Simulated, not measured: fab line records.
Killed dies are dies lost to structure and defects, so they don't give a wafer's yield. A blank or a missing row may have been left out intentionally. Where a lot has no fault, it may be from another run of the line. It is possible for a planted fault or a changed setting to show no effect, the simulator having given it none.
8D (eight disciplines) problem report, filled in by code / flow n5_finfet / the parts of the form that need people (team, actions taken, sign-off) are left out

== 1. WHAT WENT WRONG ==
Mean of run_length_s at N5_MOL_CONTACT_COAG_CVD_140: 490.0 s across 4 wafers in 2 lots; on wafers with no fault it is 286.0 s (standard deviation 0.4). That is +99 or more standard deviations from the usual mean.
The step: deposits W, target thk 66.5 nm, time 215 s.
Seen first at day 8 07:04 on cvd_w-01, wafer L193.2. Wafers with a number at this step in the record: 39, from 13 lots. Rule for "out" (also "out of limits"): further than 4 standard deviations from the usual mean. The other wafers with a number count as sound.

== 2. WHAT IT IS, WHAT IT ISN'T ==
question=which readings at this step | is=run_length_s | is not=heater_power_w
question=which lots | is=L193, L197 | is not=L182, L183, L184, L185, L186, L188, L190, L191, L192, L203, L204
question=which wafers of those lots | is=L193.2, L193.4, L197.2, L197.4 | is not=L193.3, L197.1
question=read on which tools | is=cvd_w-01 | is not=cvd_w-02
question=when | is=from day 8 07:04 | is not=up to then (28 sound wafers); but 7 sound wafers of L197, L203, L204 came after

== 3. SUSPECTS, AND WHAT RULES EACH OUT ==
Counting: a tool at a process step up to the reading stays a suspect if it ran every lot that is out. Sound lots after the first of them don't rule it out here, since some wafers of a struck lot are sound.
- cvd_w-01 at N5_MOL_CONTACT_COAG_CVD_140 (deposits W, target thk 66.5 nm, time 215 s): kept. Ran every lot that is out, first one L193 (day 8 07:04); last sound lot up to then L192 (day 8 02:21). Its own readings are out on those wafers: run_length_s.
- Within cvd_w-01 at N5_MOL_CONTACT_COAG_CVD_140, the wafers that are out were processed in chamber 1 and their sound lot-mates in chamber 0.
Left after counting: cvd_w-01 at N5_MOL_CONTACT_COAG_CVD_140.

== 4. THE CAUSE (what the simulator had put in) ==
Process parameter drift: cvd_w-01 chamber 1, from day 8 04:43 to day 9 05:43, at N5_MOL_CONTACT_COAG_CVD_140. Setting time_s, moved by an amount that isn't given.
Only this tool survived the counting.

== 5. THE EFFECT CHAIN, in route order ==
Each row: a reading where the mean over the struck wafers with a number is more than 3 standard deviations away from the usual. Only readings for which the record gives a usual standard deviation are gone through. hours: the time from each lot's start at the first step in this table that gives one to its start at this step, as a median over the lots. sigmas: the change in usual standard deviations.
hours=0; step=N5_MOL_CONTACT_COAG_CVD_140; reading=run_length_s; usual=286.0 s; on struck wafers=490.0; change=+204.0; sigmas=+99 or more
Process steps it contains:
- N5_MOL_CONTACT_COAG_CVD_140: deposits W, target thk 66.5 nm, time 215 s.
Later measuring or inspecting steps at which every struck wafer that the step has a row for has a number for every such reading, and none has moved that far: N5_MOL_CONTACT_COAG_THK_MEAS_53.

== 6. HOW IT WOULD HAVE BEEN CAUGHT EARLIER ==
2 hours passed between the start of the fault at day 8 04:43 and the first reading out of limits in this record, taken at day 8 07:04.
